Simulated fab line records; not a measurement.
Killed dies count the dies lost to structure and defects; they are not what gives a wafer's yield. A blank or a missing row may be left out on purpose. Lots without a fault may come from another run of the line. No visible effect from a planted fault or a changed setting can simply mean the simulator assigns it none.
Matching of chambers    flow n5_finfet    4 sister chambers for N5_FIN_SAQP_HM_OPEN_73 on rie_diel-05
The step chemistry CHF3/O2, target SiO2, stops on a-Si, target depth 12 nm, time 16.8 s. 4 wafers are shown with their chamber, then 9 later ones without.

== WAFERS WITH THEIR CHAMBER ==
wafer   chamber  drypump_motor_current_A (A)
L090.4  0        5.6
L092.5  3        6.2
L093.2  1        6.5
L093.5  2        5.6

== WAFERS WITH NO CHAMBER GIVEN ==
wafer   drypump_motor_current_A (A)
L094.2  6.5
L094.4  5.5
L094.6  6.5
L095.1  6.2
L095.4  5.6
L095.5  6.5
L097.4  6.2
L097.5  6.5
L097.6  5.6

== THE CHAMBER EACH PASSED THROUGH ==
wafer   from the rows above      in truth
L094.2  1                        1
L094.4  can't be placed: 0 or 2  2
L094.6  1                        1
L095.1  3                        3
L095.4  can't be placed: 0 or 2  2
L095.5  1                        1
L097.4  3                        3
L097.5  1                        1
L097.6  can't be placed: 0 or 2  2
Placed correctly: 6 of 9. Can't be placed from these rows: 3 (the true chamber is among the candidates in 3). Number placed wrongly: 0.
How it was worked out, from the rows above alone: a wafer's distance from a chamber is the root of the sum, over the readings, of the square of ((its reading less the chamber's mean) divided by the reading's scatter). The wafer belongs to the nearest chamber; if the next one is less than 2 further off, it can't be placed. For every chamber, the mean is computed from those of its wafers that are shown. The scatter (one wafer shown for each chamber): square how far every hidden wafer sits from the nearest shown wafer, average those squares and take the square root.
